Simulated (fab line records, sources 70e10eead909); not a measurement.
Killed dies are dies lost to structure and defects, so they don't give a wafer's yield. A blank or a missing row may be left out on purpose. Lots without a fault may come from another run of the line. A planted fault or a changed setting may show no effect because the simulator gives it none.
Which tool did it? | flow nand_harc | 12 lots, 36 wafers sampled, at 5 steps of a route of 1159

WHAT THE GAUGES READ, wafer by wafer
NHARC_A_SGD_CUT_INSPECT_11. Usual: raw_defect_count 18, standard deviation 8.9.
lot  | measured     | on                | raw_defect_count | flag
L555 | day 14 12:28 | defect_inspect-02 | 6 12 14          |
L557 | day 14 13:05 | defect_inspect-02 | 15 21 24         |
L560 | day 14 19:00 | defect_inspect-02 | 11 8 9           |
L561 | day 15 01:00 | defect_inspect-02 | 3 10 8           |
L559 | day 15 01:20 | defect_inspect-02 | 23 24 19         |
L558 | day 15 03:02 | defect_inspect-01 | 14 10 9          |
L566 | day 16 17:20 | defect_inspect-01 | 29 33 28         |
L565 | day 16 17:29 | defect_inspect-02 | 20 23 21         |
L575 | day 18 11:56 | defect_inspect-02 | 34 31 37         |
L574 | day 18 12:22 | defect_inspect-02 | 24 22 13         |
L576 | day 19 09:41 | defect_inspect-01 | 19 16 15         |
L578 | day 19 14:16 | defect_inspect-01 | 14 22 10         |

NHARC_END_SORT_01. Usual: killed_at_array 29, standard deviation 10; killed_at_other 0.7, standard deviation 1.1; killed_at_periphery 3.2, standard deviation 2.2; killed_dies 33, standard deviation 11; killed_open 3.5, standard deviation 1.8; killed_short 2.0, standard deviation 1.4.
lot  | measured     | on        | killed_at_array | killed_at_other | killed_at_periphery | killed_dies | killed_open | killed_short | flag
L566 | day 22 09:56 | prober-02 | 669 668 669     | 0 1 1           | 8 8 7               | 677 677 677 | 3 5 4       | 1 3 2        | OFF
L565 | day 22 01:56 | prober-01 | 676 675 675     | 1 2 1           | 0 0 1               | 677 677 677 | 3 2 2       | 1 2 3        | OFF

WHICH TOOL RAN EACH LOT (tool, then ch and the chambers of the sampled wafers, then the start)
lot  | NHARC_A_SGD_CUT_ETCH_58            | NHARC_A_SGD_CUT_CMP_21        | NHARC_A_SGD_CUT_STRIP_28
L555 | rie_diel-03 ch 0,1,3, day 14 12:37 | cmp-03 ch 1,2,3, day 14 17:25 | rie_diel-09 ch 1,2,3, day 14 18:17
L557 | rie_diel-09 ch 0,2,3, day 14 13:15 | cmp-04 ch 1,2, day 14 17:32   | rie_diel-03 ch 2,3, no start
L560 | rie_diel-09 ch 2,3, day 14 19:10   | cmp-04 ch 0,2,3, day 15 00:41 | rie_diel-03 ch 0,3, no start
L561 | rie_diel-02 ch 1,3, day 15 01:09   | cmp-03 ch 1,2,3, day 15 10:13 | rie_diel-09 ch 1,3, no start
L559 | rie_diel-09 ch 0,1,3, day 15 01:29 | cmp-03 ch 0,2,3, day 15 10:20 | rie_diel-03 ch 1,2,3, no start
L558 | rie_diel-02 ch 0,1, day 15 03:11   | cmp-01 ch 0,1,2, day 15 10:14 | rie_diel-02 ch 0,2,3, no start
L566 | rie_diel-02 ch 1,2, day 16 17:29   | cmp-03 ch 0,1,3, day 16 23:41 | rie_diel-02 ch 0,2,3, day 22 09:56 or earlier
L565 | rie_diel-09 ch 0,3, day 16 17:38   | cmp-04 ch 0,2,3, day 16 23:40 | rie_diel-03 ch 0,2, day 22 01:56 or earlier
L575 | rie_diel-03 ch 0,1, day 18 12:05   | cmp-03 ch 0,2,3, day 18 18:27 | rie_diel-09 ch 0,1,3, day 18 19:08
L574 | rie_diel-02 ch 0,1,2, day 18 12:31 | cmp-04 ch 0,2,3, day 18 18:33 | rie_diel-09 ch 1,3, day 18 19:10
L576 | rie_diel-09 ch 0,1,3, day 19 09:53 | cmp-01 ch 0,2,3, day 19 15:24 | rie_diel-02 ch 1,2,3, no start
L578 | rie_diel-02 ch 0,1,3, day 19 14:25 | cmp-04 ch 1,2,3, day 19 22:22 | rie_diel-02 ch 0,1,2, no start
- NHARC_A_SGD_CUT_ETCH_58: etches the open film in CF4, target depth 39 nm, time 65 s.
- NHARC_A_SGD_CUT_CMP_21: polishes, target thk 148.19 nm.
- NHARC_A_SGD_CUT_STRIP_28: strips in O2, time 20 s.

WHAT THE TOOLS THEMSELVES READ (means of the sampled wafers that have a number; where no wafer has one, the mark that the record gives instead)
NHARC_A_SGD_CUT_ETCH_58. Usual: cf4_flow_sccm 150.0 sccm, standard deviation 0.42; drypump_motor_current_A 5.8 A, standard deviation 0.44; mfc_ar_sccm 0.007 sccm, standard deviation 0.011; oes_product_au 0.995 a.u., standard deviation 0.0099; rf_vpp_V 151.5 V, standard deviation 1; showerhead_plenum_p_Torr 1.79 Torr, standard deviation 0.05; throttle_valve_pct 13.283 %, standard deviation 0.0089.
lot  | tool        | cf4_flow_sccm (sccm) | drypump_motor_current_A (A) | mfc_ar_sccm (sccm) | oes_product_au (a.u.) | rf_vpp_V (V) | showerhead_plenum_p_Torr (Torr) | throttle_valve_pct (%) | flag
L555 | rie_diel-03 | 149.7                | 5.8                         | 0.002              | 1.002                 | 151.6        | 1.79                            | 13.285                 |
L557 | rie_diel-09 | 150.2                | 6.0                         | 0.005              | 0.990                 | 151.9        | 1.81                            | 13.282                 |
L560 | rie_diel-09 | 150.0                | 6.0                         | 0.000              | 0.983                 | 151.8        | 1.83                            | 13.278                 |
L561 | rie_diel-02 | 149.9                | 5.2                         | 0.021              | 0.988                 | 150.4        | 1.72                            | 13.283                 |
L559 | rie_diel-09 | 149.8                | 6.1                         | 0.005              | 0.994                 | 151.8        | 1.81                            | 13.286                 |
L558 | rie_diel-02 | 149.6                | 5.2                         | 0.017              | 0.990                 | 150.7        | 1.78                            | 13.282                 |
L566 | rie_diel-02 | 149.8                | 5.1                         | 0.009              | 0.993                 | 151.8        | 1.75                            | 13.291                 |
L565 | rie_diel-09 | 150.3                | 5.9                         | 0.009              | 0.999                 | 151.8        | 1.80                            | 13.276                 |
L575 | rie_diel-03 | 150.1                | 5.9                         | 0.000              | 0.998                 | 151.9        | 1.79                            | 13.287                 |
L574 | rie_diel-02 | 150.1                | 5.3                         | 0.013              | 0.985                 | 151.0        | 1.77                            | 13.279                 |
L576 | rie_diel-09 | 150.1                | 6.1                         | 0.005              | 1.007                 | 151.8        | 1.80                            | 13.283                 |
L578 | rie_diel-02 | 150.0                | 5.4                         | 0.026              | 1.001                 | 150.8        | 1.74                            | 13.291                 |

NHARC_A_SGD_CUT_CMP_21. Usual: edge_zone_pressure_frac 1.000, standard deviation 0.0047; motor_current_A 12.3 A, standard deviation 0.94; time_to_endpoint_s 52 s, standard deviation 3.2.
lot  | tool   | edge_zone_pressure_frac | motor_current_A (A) | time_to_endpoint_s (s) | flag
L555 | cmp-03 | 0.996                   | 12.6                | 53                     |
L557 | cmp-04 | 0.999                   | 11.7                | 49                     |
L560 | cmp-04 | 1.000                   | 12.2                | 49                     |
L561 | cmp-03 | 0.998                   | 12.5                | 52                     |
L559 | cmp-03 | 1.002                   | 12.0                | 50                     |
L558 | cmp-01 | 0.994                   | 12.8                | 52                     |
L566 | cmp-03 | -                       | -                   | -                      | OFF
L565 | cmp-04 | -                       | -                   | -                      | OFF
L575 | cmp-03 | 0.999                   | 12.0                | 54                     |
L574 | cmp-04 | 1.005                   | 12.6                | 50                     |
L576 | cmp-01 | 1.001                   | 12.8                | 55                     |
L578 | cmp-04 | 1.000                   | 11.4                | 49                     |

NHARC_A_SGD_CUT_STRIP_28. Usual: drypump_motor_current_A 5.7 A, standard deviation 0.38; mfc_ar_sccm 0.008 sccm, standard deviation 0.012; oes_product_au 0.998 a.u., standard deviation 0.009; rf_vpp_V 57.8 V, standard deviation 0.87; showerhead_plenum_p_Torr 3.57 Torr, standard deviation 0.11; throttle_valve_pct 17.036 %, standard deviation 0.0085.
lot  | tool        | drypump_motor_current_A (A) | mfc_ar_sccm (sccm) | oes_product_au (a.u.) | rf_vpp_V (V) | showerhead_plenum_p_Torr (Torr) | throttle_valve_pct (%) | flag
L555 | rie_diel-09 | 6.2                         | 0.000              | 1.000                 | 59.0         | 3.63                            | 17.034                 |
L557 | rie_diel-03 | 5.5                         | 0.005              | 0.996                 | 58.1         | 3.61                            | 17.038                 |
L560 | rie_diel-03 | 5.7                         | 0.005              | 0.999                 | 57.3         | 3.58                            | 17.026                 |
L561 | rie_diel-09 | 6.1                         | 0.000              | 0.992                 | 58.0         | 3.66                            | 17.036                 |
L559 | rie_diel-03 | 5.6                         | 0.002              | 1.000                 | 56.9         | 3.61                            | 17.041                 |
L558 | rie_diel-02 | 5.5                         | 0.021              | 0.999                 | 57.6         | 3.47                            | 17.033                 |
L566 | rie_diel-02 | 5.5                         | 0.021              | 1.005                 | 57.7         | 3.47                            | 17.033                 |
L565 | rie_diel-03 | 5.7                         | 0.000              | 1.002                 | 58.3         | 3.69                            | 17.044                 |
L575 | rie_diel-09 | 6.1                         | 0.005              | 0.994                 | 57.9         | 3.60                            | 17.036                 |
L574 | rie_diel-09 | 6.1                         | 0.000              | 0.994                 | 58.3         | 3.65                            | 17.038                 |
L576 | rie_diel-02 | 5.3                         | 0.017              | 0.993                 | 58.1         | 3.42                            | 17.040                 |
L578 | rie_diel-02 | 5.3                         | 0.013              | 0.992                 | 57.5         | 3.54                            | 17.033                 |

THE ANSWER, worked out from the rows above alone
Rule: a lot is off if the mean of its wafers that have a number lies more than 3 standard deviations from the usual mean. A lot without any number at a reading at which 4 lots or more have one is off too. The other lots that the step has rows for count as sound. The gauges are gone through in route order, then the tools' own readings, and for those a lot's mean is taken as printed above. The first step at which some lot is off is used, and at that step the reading that is off furthest; a lot without a number counts as furthest.
Off: L566, L565, at NHARC_END_SORT_01 (killed_at_array). Neither off nor sound, because the step has no rows for them: L555, L557, L560, L561, L559, L558, L575, L574, L576, L578.
A tool fits if, at a process step before that reading, it ran every lot that is off, and no sound lot after the first of them. The gauges at NHARC_END_SORT_01 aren't tried: what is off there is off at NHARC_A_SGD_CUT_CMP_21 too, on other tools, and a gauge's error can't cause that. NHARC_A_SGD_CUT_STRIP_28 gives no start for some lots, so the hours and the order of its lots are those of NHARC_END_SORT_01. None of those tried fits.

WHAT THE SIMULATOR HAD PUT IN
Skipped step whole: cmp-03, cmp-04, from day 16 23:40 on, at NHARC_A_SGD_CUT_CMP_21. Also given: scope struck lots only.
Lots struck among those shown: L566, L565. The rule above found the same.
